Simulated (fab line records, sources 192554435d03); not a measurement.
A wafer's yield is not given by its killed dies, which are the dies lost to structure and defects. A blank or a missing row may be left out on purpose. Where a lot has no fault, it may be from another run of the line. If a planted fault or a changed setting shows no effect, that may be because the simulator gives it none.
Chamber matching + flow n5_finfet + rie_diel-06 running N5_BEOL_M7_ETCH_65: 4 sister chambers
The step etches SiARC in CF4, target depth 15.6 nm, time 26 s. 24 wafers are shown with their chamber, then 12 later ones without.

== WAFERS WITH THEIR CHAMBER ==
| wafer  | chamber | drypump_motor_current_A (A) | showerhead_plenum_p_Torr (Torr) | throttle_valve_pct (%) |
|--------|---------|-----------------------------|---------------------------------|------------------------|
| L075.2 | 0       | 6.4                         | 2.24                            | 15.33                  |
| L075.4 | 2       | 6.5                         | 2.11                            | 15.23                  |
| L075.5 | 1       | 5.4                         | 2.13                            | 15.73                  |
| L077.2 | 3       | 5.4                         | 2.13                            | 15.74                  |
| L077.4 | 2       | 6.5                         | 2.11                            | 15.24                  |
| L077.5 | 3       | 5.4                         | 2.13                            | 15.72                  |
| L080.2 | 2       | 6.5                         | 2.11                            | 15.23                  |
| L080.3 | 0       | 6.4                         | 2.24                            | 15.33                  |
| L080.4 | 2       | 6.5                         | 2.11                            | 15.24                  |
| L081.2 | 0       | 6.4                         | 2.24                            | 15.35                  |
| L081.3 | 1       | 5.4                         | 2.12                            | 15.75                  |
| L081.5 | 3       | 5.4                         | 2.13                            | 15.72                  |
| L083.1 | 2       | 6.5                         | 2.11                            | 15.26                  |
| L083.2 | 1       | 5.4                         | 2.12                            | 15.76                  |
| L083.4 | 0       | 6.4                         | 2.24                            | 15.35                  |
| L084.1 | 0       | 6.4                         | 2.24                            | 15.34                  |
| L084.2 | 2       | 6.5                         | 2.11                            | 15.26                  |
| L084.4 | 3       | 5.5                         | 2.13                            | 15.75                  |
| L088.2 | 2       | 6.5                         | 2.10                            | 15.29                  |
| L088.3 | 3       | 5.5                         | 2.12                            | 15.77                  |
| L088.5 | 0       | 6.4                         | 2.23                            | 15.39                  |
| L090.1 | 0       | 6.4                         | 2.23                            | 15.40                  |
| L090.3 | 2       | 6.5                         | 2.10                            | 15.31                  |
| L090.6 | 0       | 6.4                         | 2.23                            | 15.39                  |

SIGNATURES (means of the wafers above)
| reading                  | chamber 0 | chamber 1 | chamber 2 | chamber 3 | scatter within a chamber |
|--------------------------|-----------|-----------|-----------|-----------|--------------------------|
| drypump_motor_current_A  | 6.400     | 5.400     | 6.500     | 5.440     | 0.0245                   |
| showerhead_plenum_p_Torr | 2.2363    | 2.1233    | 2.1075    | 2.1280    | 0.00492                  |
| throttle_valve_pct       | 15.3600   | 15.7467   | 15.2575   | 15.7400   | 0.0265                   |
Rule: for each reading, subtract the chamber's mean from the wafer's reading, divide by that reading's scatter and square the result; add these up over the readings and take the root, which gives the wafer's distance from the chamber. If the next closest chamber is less than 2 further off than the closest, the wafer can't be placed; otherwise it belongs to the closest. How the scatter is found: for the shown wafers, subtract from each reading the mean of its chamber, square and add these, divide the total by (wafers less chambers), then take the root.

== WAFERS WITHOUT THEIR CHAMBER ==
| wafer  | drypump_motor_current_A (A) | showerhead_plenum_p_Torr (Torr) | throttle_valve_pct (%) |
|--------|-----------------------------|---------------------------------|------------------------|
| L092.2 | 6.5                         | 2.10                            | 15.31                  |
| L092.4 | 5.4                         | 2.11                            | 15.83                  |
| L092.6 | 5.4                         | 2.12                            | 15.79                  |
| L091.1 | 5.4                         | 2.11                            | 15.82                  |
| L091.2 | 6.5                         | 2.10                            | 15.32                  |
| L091.3 | 5.5                         | 2.12                            | 15.80                  |
| L093.2 | 6.5                         | 2.10                            | 15.31                  |
| L093.3 | 5.4                         | 2.12                            | 15.80                  |
| L093.6 | 6.4                         | 2.23                            | 15.41                  |
| L086.3 | 6.5                         | 2.10                            | 15.32                  |
| L086.4 | 5.4                         | 2.11                            | 15.82                  |
| L086.5 | 6.5                         | 2.10                            | 15.32                  |

== THE CHAMBER EACH PASSED THROUGH ==
| wafer  | from the rows above     | in truth |
|--------|-------------------------|----------|
| L092.2 | 2                       | 2        |
| L092.4 | can't be placed: 1 or 3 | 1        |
| L092.6 | can't be placed: 1 or 3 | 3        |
| L091.1 | can't be placed: 1 or 3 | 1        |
| L091.2 | 2                       | 2        |
| L091.3 | can't be placed: 3 or 1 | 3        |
| L093.2 | 2                       | 2        |
| L093.3 | can't be placed: 1 or 3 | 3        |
| L093.6 | 0                       | 0        |
| L086.3 | 2                       | 2        |
| L086.4 | can't be placed: 1 or 3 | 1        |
| L086.5 | 2                       | 2        |
Correctly placed: 6 of 12. From these rows, 6 cannot be placed; in 6 the true chamber is one of the candidates. Placed wrongly: 0.
